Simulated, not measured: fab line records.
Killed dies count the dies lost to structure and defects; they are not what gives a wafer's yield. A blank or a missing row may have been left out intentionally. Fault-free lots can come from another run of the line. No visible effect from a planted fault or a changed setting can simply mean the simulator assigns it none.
Code-filled problem report in 8D (eight disciplines) form / flow n5_finfet / the parts of the form that need people (team, actions taken, sign-off) are left out

1. THE ISSUE
killed_at_M4_up at N5_PASSIVATION_PROBE_49 reads a mean of 94 on 2 wafers of 2 lots; wafers without a fault read 14 with a standard deviation of 5. That is +16 standard deviations from the usual mean.
The first sign was on wafer L906.4 at day 17 10:26, on prober-01. At this step, 6 wafers from 2 lots have a number in the record. By rule, "out" or "out of limits" means more than 4 standard deviations away from the usual mean. Any other wafer with a number is counted as sound.

2. WHAT IT IS, WHAT IT ISN'T
question=which readings at this step | is=killed_at_M4_up, defect_limited_yield, killed_dies, sort_n_pass, sort_yield_pct | is not=killed_at_M0_to_M3, killed_at_front_end, killed_at_other, killed_short
question=which lots | is=L906, L908 | is not=-
question=which wafers of those lots | is=L906.4, L908.2 | is not=L906.2, L906.5, L908.1, L908.5
question=read on which tools | is=prober-01, prober-02 | is not=-
question=when | is=from day 17 10:26 | is not=up to then (1 sound wafer); but 3 sound wafers of L906, L908 came after

3. THE SUSPECTS, EACH WITH WHAT RULES IT OUT
Counting: any tool at a process step up to the reading remains a suspect provided it ran every lot that is out. Sound lots after the first of them don't rule it out here, since some wafers of a struck lot are sound.
- rie_diel-01 at N5_BEOL_M4_STRIP_36 (strips in N2/H2): kept. It ran every lot that is out, first L906 (day 12 05:45).
- At N5_BEOL_M4_STRIP_36, inside rie_diel-01: chamber 3 took the wafers that are out, while their sound lot-mates went through chambers 0, 1, 2.
After counting, what remains is rie_diel-01 at N5_BEOL_M4_STRIP_36.

4. THE CAUSE (what the simulator had put in)
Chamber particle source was rie_diel-01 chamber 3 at N5_BEOL_M4_STRIP_36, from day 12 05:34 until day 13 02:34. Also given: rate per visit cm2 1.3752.
Counting left only this tool.

5. THE EFFECT CHAIN, in route order
Each row: a reading whose mean over the struck wafers that have a number lies more than 3 standard deviations from the usual. Scope: only readings with a usual standard deviation given in the record; hours: median across lots of the time from each lot's start at the first step in this table that gives one to its start at this step; sigmas: change in usual standard deviations.
hours=0; step=N5_PASSIVATION_PROBE_49; reading=defect_limited_yield; usual=91.0 %; on struck wafers=83.1; change=-7.9; sigmas=-5.7
hours=0; step=N5_PASSIVATION_PROBE_49; reading=killed_at_M4_up; usual=14; on struck wafers=94; change=+80; sigmas=+16
hours=0; step=N5_PASSIVATION_PROBE_49; reading=killed_dies; usual=106; on struck wafers=200; change=+94; sigmas=+5.6
hours=0; step=N5_PASSIVATION_PROBE_49; reading=killed_on_rim; usual=14; on struck wafers=30; change=+16; sigmas=+4.2
hours=0; step=N5_PASSIVATION_PROBE_49; reading=sort_bin_5_function; usual=5.2 %; on struck wafers=9.6; change=+4.4; sigmas=+4.5
hours=0; step=N5_PASSIVATION_PROBE_49; reading=sort_n_pass; usual=1074; on struck wafers=980; change=-94; sigmas=-5.6
hours=0; step=N5_PASSIVATION_PROBE_49; reading=sort_yield_pct; usual=91.0 %; on struck wafers=83.1; change=-7.9; sigmas=-5.7
Here are the process steps it includes:
- N5_PASSIVATION_PROBE_49

6. WHAT WOULD HAVE CAUGHT IT SOONER
The fault began at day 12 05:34; the first out-of-limits reading in this record came at day 17 10:26, 125 hours later.
Of the tool readings at N5_BEOL_M4_STRIP_36 for which the record gives a usual standard deviation, none was out on any struck wafer, so an alarm limit of 4 standard deviations on them would not have fired.
Each of the lots that are out, 2 in all, had begun N5_BEOL_M4_STRIP_36 on rie_diel-01 no later than day 17 10:26. Had the tool been put on hold then, not one of them would have been saved.
